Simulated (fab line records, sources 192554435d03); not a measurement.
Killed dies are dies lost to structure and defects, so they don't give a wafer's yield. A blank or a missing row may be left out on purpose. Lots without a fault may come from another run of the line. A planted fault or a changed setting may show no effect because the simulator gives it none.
Chamber matching | flow n5_finfet | N5_BEOL_M12_DEP_53 on pecvd-04: 3 sister chambers
The step deposits SiCN from 3MS/NH3, target thk 30 nm, time 10.5 s. 6 wafers are shown with their chamber, then 10 later ones without.

WAFERS WITH THEIR CHAMBER
wafer  | chamber | throttle_valve_pct (%) | showerhead_plenum_p_Torr (Torr)
L089.4 | 1       | 18.4                   | 4.164
L089.5 | 1       | 18.5                   | 4.178
L088.3 | 0       | 18.3                   | 4.185
L088.5 | 2       | 18.0                   | 4.145
L090.2 | 2       | 17.7                   | 4.148
L090.3 | 0       | 18.1                   | 4.184

WAFERS WITHOUT THEIR CHAMBER
wafer  | throttle_valve_pct (%) | showerhead_plenum_p_Torr (Torr)
L090.4 | 17.9                   | 4.160
L092.2 | 18.0                   | 4.151
L092.5 | 18.7                   | 4.173
L092.6 | 18.0                   | 4.192
L093.1 | 18.4                   | 4.171
L093.3 | 17.7                   | 4.150
L093.6 | 17.8                   | 4.159
L094.1 | 18.1                   | 4.154
L094.2 | 18.8                   | 4.173
L094.3 | 18.2                   | 4.179

WHICH CHAMBER EACH WENT THROUGH
wafer  | from the rows above     | in truth
L090.4 | can't be placed: 2 or 1 | 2
L092.2 | 2                       | 2
L092.5 | 1                       | 1
L092.6 | 0                       | 0
L093.1 | 1                       | 1
L093.3 | 2                       | 2
L093.6 | 2                       | 2
L094.1 | can't be placed: 2 or 1 | 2
L094.2 | 1                       | 1
L094.3 | can't be placed: 0 or 1 | 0
Placed correctly: 7 of 10. Can't be placed from these rows: 3 (the true chamber is among the candidates in 3). Placed wrongly: 0.
How it was worked out, from the rows above alone: a wafer's distance from a chamber is the root of the sum, over the readings, of the square of ((its reading less the chamber's mean) divided by the reading's scatter). The wafer belongs to the nearest chamber; if the next one is less than 2 further off, it can't be placed. A chamber's mean is the mean of its shown wafers. The scatter: the root of (the sum of the squares of (reading less its chamber's mean) over the shown wafers, divided by (wafers less chambers)).
